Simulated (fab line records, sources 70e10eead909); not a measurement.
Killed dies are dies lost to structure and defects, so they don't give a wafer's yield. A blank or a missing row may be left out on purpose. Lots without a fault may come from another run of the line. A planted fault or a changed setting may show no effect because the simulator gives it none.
Which tool did it? | flow nand_harc | 14 lots, 42 wafers sampled, at 4 steps of a route of 1159

WHAT THE GAUGES READ, wafer by wafer
The record holds no reading of a measuring or inspecting step that can be judged against a usual standard deviation.

WHICH TOOL RAN EACH LOT (tool, then ch and the chambers of the sampled wafers, then the start)
lot  | NHARC_A_BLC_PVD_32                      | NHARC_A_M0_DESCUM_14               | NHARC_A_M0_ETCH_34                 | NHARC_A_M0_ETCH_15
L196 | pvd_sputter-01, day 17 10:33 or earlier | rie_diel-05 ch 2,3, day 17 10:33   | rie_diel-05 ch 2,3, day 17 10:38   | rie_diel-05 ch 0,2,3, day 17 10:44
L198 | pvd_sputter-01, day 17 17:52 or earlier | rie_diel-12 ch 0,1,2, day 17 17:52 | rie_diel-12 ch 0,3, day 17 17:56   | rie_diel-12 ch 1,2,3, day 17 18:02
L197 | pvd_sputter-01, day 17 19:03 or earlier | rie_diel-05 ch 0,1,3, day 17 19:03 | rie_diel-05 ch 0,1,3, day 17 19:08 | rie_diel-05 ch 0,1,3, day 17 19:13
L200 | pvd_sputter-02, day 17 22:12 or earlier | rie_diel-05 ch 0,2,3, day 17 22:12 | rie_diel-05 ch 1,2,3, day 17 22:17 | rie_diel-05 ch 0,2, day 17 22:23
L201 | pvd_sputter-02, day 18 13:22 or earlier | rie_diel-10 ch 1,2,3, day 18 13:22 | rie_diel-10 ch 2,3, day 18 13:27   | rie_diel-10 ch 0,1, day 18 13:33
L202 | pvd_sputter-03, day 18 16:52 or earlier | rie_diel-12 ch 1,2,3, day 18 16:52 | rie_diel-12 ch 0,2,3, day 18 16:57 | rie_diel-12 ch 0,2,3, day 18 17:02
L203 | pvd_sputter-02, day 19 01:19 or earlier | rie_diel-10 ch 0,1,3, day 19 01:19 | rie_diel-10 ch 1,2, day 19 01:23   | rie_diel-10 ch 0,2, day 19 01:28
L204 | pvd_sputter-02, day 19 10:07 or earlier | rie_diel-12 ch 0,1, day 19 10:07   | rie_diel-12 ch 2,3, day 19 10:13   | rie_diel-12 ch 0,1,3, day 19 10:18
L208 | pvd_sputter-01, day 20 10:08 or earlier | rie_diel-12 ch 0,3, day 20 10:08   | rie_diel-12 ch 0,3, day 20 10:15   | rie_diel-12 ch 0,1,3, day 20 10:21
L209 | pvd_sputter-02, day 20 10:41 or earlier | rie_diel-12 ch 1,3, day 20 10:41   | rie_diel-12 ch 1,3, day 20 10:49   | rie_diel-12 ch 0,1,3, day 20 10:54
L215 | pvd_sputter-02, day 22 11:20 or earlier | rie_diel-05 ch 1,2,3, day 22 11:20 | rie_diel-05 ch 0,2,3, day 22 11:26 | rie_diel-05 ch 1,2,3, day 22 11:31
L217 | pvd_sputter-03, day 22 19:44 or earlier | rie_diel-10 ch 0,1, day 22 19:44   | rie_diel-10 ch 0,1,3, day 22 19:51 | rie_diel-10 ch 0,1, day 22 19:58
L216 | pvd_sputter-01, day 23 00:20 or earlier | rie_diel-05 ch 0,1, day 23 00:20   | rie_diel-05 ch 0,1,3, day 23 00:26 | rie_diel-05 ch 0,2,3, day 23 00:31
L218 | pvd_sputter-01, day 23 13:50 or earlier | rie_diel-10 ch 1,3, day 23 13:50   | rie_diel-10 ch 1,3, day 23 13:55   | rie_diel-10 ch 1,2, day 23 14:01
- NHARC_A_BLC_PVD_32: deposits Ti, target thk 5 nm, time 17.7 s.
- NHARC_A_M0_DESCUM_14: chemistry O2, time 3 s.
- NHARC_A_M0_ETCH_34: etches the open film in N2/H2, target depth 40 nm, overetch 12 nm, time 43.94 s.
- NHARC_A_M0_ETCH_15: etches the open film in C4F8/Ar, target depth 150 nm, overetch 15 nm, time 82.5 s.

WHAT THE TOOLS THEMSELVES READ (means of the sampled wafers that have a number; where no wafer has one, the mark that the record gives instead)
NHARC_A_BLC_PVD_32. Usual: throttle_valve_pct 30.1 %, standard deviation 1.1.
lot  | tool           | throttle_valve_pct (%) | flag
L196 | pvd_sputter-01 | 31.0                   |
L198 | pvd_sputter-01 | 31.5                   |
L197 | pvd_sputter-01 | 29.2                   |
L200 | pvd_sputter-02 | 30.1                   |
L201 | pvd_sputter-02 | 30.1                   |
L202 | pvd_sputter-03 | 30.1                   |
L203 | pvd_sputter-02 | 30.1                   |
L204 | pvd_sputter-02 | 30.9                   |
L208 | pvd_sputter-01 | 29.6                   |
L209 | pvd_sputter-02 | 30.5                   |
L215 | pvd_sputter-02 | 30.2                   |
L217 | pvd_sputter-03 | 30.0                   |
L216 | pvd_sputter-01 | 30.6                   |
L218 | pvd_sputter-01 | 30.2                   |

NHARC_A_M0_DESCUM_14. Usual: drypump_motor_current_A 5.8 A, standard deviation 0.38; oes_product_au 1.003 a.u., standard deviation 0.008; rf_vpp_V 57.8 V, standard deviation 0.85; showerhead_plenum_p_Torr 1.89 Torr, standard deviation 0.093; throttle_valve_pct 11.310 %, standard deviation 0.0089.
lot  | tool        | drypump_motor_current_A (A) | oes_product_au (a.u.) | rf_vpp_V (V) | showerhead_plenum_p_Torr (Torr) | throttle_valve_pct (%) | flag
L196 | rie_diel-05 | 5.7                         | 1.002                 | 58.2         | 2.01                            | 11.322                 |
L198 | rie_diel-12 | 5.9                         | 0.995                 | 57.4         | 1.87                            | 11.304                 |
L197 | rie_diel-05 | 5.5                         | 1.006                 | 57.4         | 1.90                            | 11.307                 |
L200 | rie_diel-05 | 5.8                         | 1.001                 | 57.8         | 1.94                            | 11.309                 |
L201 | rie_diel-10 | 5.7                         | 1.005                 | 57.4         | 1.85                            | 11.309                 |
L202 | rie_diel-12 | 6.1                         | 1.005                 | 58.0         | 1.93                            | 11.300                 |
L203 | rie_diel-10 | 5.6                         | 1.003                 | 58.1         | 1.91                            | 11.317                 |
L204 | rie_diel-12 | 5.7                         | 1.007                 | 56.9         | 1.80                            | 11.317                 |
L208 | rie_diel-12 | 6.1                         | 0.998                 | 57.5         | 1.84                            | 11.310                 |
L209 | rie_diel-12 | 5.7                         | 1.006                 | 57.3         | 1.87                            | 11.303                 |
L215 | rie_diel-05 | 5.6                         | 1.006                 | 58.6         | 1.92                            | 11.312                 |
L217 | rie_diel-10 | 5.6                         | 1.001                 | 57.9         | 1.98                            | 11.314                 |
L216 | rie_diel-05 | 5.6                         | 0.994                 | 59.0         | 1.83                            | 11.301                 |
L218 | rie_diel-10 | 5.7                         | 0.999                 | 57.7         | 1.83                            | 11.312                 |

NHARC_A_M0_ETCH_34. Usual: drypump_motor_current_A 5.8 A, standard deviation 0.4; oes_product_au 1.003 a.u., standard deviation 0.0076; rf_vpp_V 429.9 V, standard deviation 2.8; run_length_s 65.1 s, standard deviation 0.44; showerhead_plenum_p_Torr 2.02 Torr, standard deviation 0.1; throttle_valve_pct 14.172 %, standard deviation 0.0082.
lot  | tool        | drypump_motor_current_A (A) | oes_product_au (a.u.) | rf_vpp_V (V) | run_length_s (s) | showerhead_plenum_p_Torr (Torr) | throttle_valve_pct (%) | flag
L196 | rie_diel-05 | 5.9                         | 1.000                 | 432.5        | 64.8             | 2.09                            | 14.175                 |
L198 | rie_diel-12 | 6.2                         | 0.998                 | 429.8        | 65.5             | 2.02                            | 14.172                 |
L197 | rie_diel-05 | 5.5                         | 1.006                 | 430.0        | 65.0             | 2.02                            | 14.178                 |
L200 | rie_diel-05 | 5.6                         | 1.006                 | 430.7        | 65.1             | 2.05                            | 14.177                 |
L201 | rie_diel-10 | 5.9                         | 1.013                 | 426.9        | 64.9             | 1.92                            | 14.178                 |
L202 | rie_diel-12 | 6.3                         | 0.998                 | 430.4        | 65.1             | 2.04                            | 14.173                 |
L203 | rie_diel-10 | 5.7                         | 1.000                 | 428.6        | 64.8             | 1.99                            | 14.170                 |
L204 | rie_diel-12 | 6.4                         | 1.002                 | 432.1        | 64.9             | 2.12                            | 14.174                 |
L208 | rie_diel-12 | 6.1                         | 1.005                 | 428.7        | 65.4             | 1.96                            | 14.171                 |
L209 | rie_diel-12 | 6.1                         | 1.011                 | 430.1        | 65.2             | 2.04                            | 14.173                 |
L215 | rie_diel-05 | 5.8                         | 1.008                 | 430.4        | 64.9             | 2.07                            | 14.172                 |
L217 | rie_diel-10 | 5.6                         | 1.005                 | 430.5        | 64.9             | 2.03                            | 14.170                 |
L216 | rie_diel-05 | 5.5                         | 1.000                 | 431.0        | 65.1             | 2.02                            | 14.161                 |
L218 | rie_diel-10 | 5.4                         | 1.010                 | 430.6        | 64.6             | 2.01                            | 14.168                 |

NHARC_A_M0_ETCH_15. Usual: oes_product_au 0.956 a.u., standard deviation 0.021; rf_vpp_V 440.1 V, standard deviation 2.9; run_length_s 103.8 s, standard deviation 0.45.
lot  | tool        | oes_product_au (a.u.) | rf_vpp_V (V) | run_length_s (s) | flag
L196 | rie_diel-05 | 0.970                 | 442.0        | 103.4            |
L198 | rie_diel-12 | 0.969                 | 440.9        | 103.6            |
L197 | rie_diel-05 | 0.962                 | 440.0        | 104.1            |
L200 | rie_diel-05 | 0.965                 | 440.3        | 103.7            |
L201 | rie_diel-10 | 0.985                 | 443.0        | 103.6            |
L202 | rie_diel-12 | 0.968                 | 440.3        | 103.8            |
L203 | rie_diel-10 | 0.973                 | 441.2        | 103.9            |
L204 | rie_diel-12 | 0.960                 | 439.5        | 103.9            |
L208 | rie_diel-12 | 0.927                 | 437.9        | 102.0            | OFF
L209 | rie_diel-12 | 0.956                 | 440.1        | 102.0            | OFF
L215 | rie_diel-05 | 0.970                 | 441.6        | 104.0            |
L217 | rie_diel-10 | 0.930                 | 442.4        | 103.7            |
L216 | rie_diel-05 | 0.975                 | 441.3        | 103.5            |
L218 | rie_diel-10 | 0.987                 | 440.3        | 103.3            |

THE ANSWER, worked out from the rows above alone
Rule: a lot is off if the mean of its wafers that have a number lies more than 3 standard deviations from the usual mean. A lot without any number at a reading at which 4 lots or more have one is off too. The other lots that the step has rows for count as sound. The gauges are gone through in route order, then the tools' own readings, and for those a lot's mean is taken as printed above. The first step at which some lot is off is used, and at that step the reading that is off furthest; a lot without a number counts as furthest.
Off: L208, L209, at NHARC_A_M0_ETCH_15 (run_length_s).
A tool fits if, at that step or a process step before it, it ran every lot that is off, and no sound lot after the first of them. NHARC_A_BLC_PVD_32 gives no start for some lots, so the hours and the order of its lots are those of NHARC_A_M0_DESCUM_14. One fits: rie_diel-12 at NHARC_A_M0_DESCUM_14 and NHARC_A_M0_ETCH_34 and NHARC_A_M0_ETCH_15. At NHARC_A_M0_DESCUM_14 its last sound lot is L204 (day 19 10:07), its first lot that is off L208 (day 20 10:08): a fault that began between those two fits.

WHAT THE SIMULATOR HAD PUT IN
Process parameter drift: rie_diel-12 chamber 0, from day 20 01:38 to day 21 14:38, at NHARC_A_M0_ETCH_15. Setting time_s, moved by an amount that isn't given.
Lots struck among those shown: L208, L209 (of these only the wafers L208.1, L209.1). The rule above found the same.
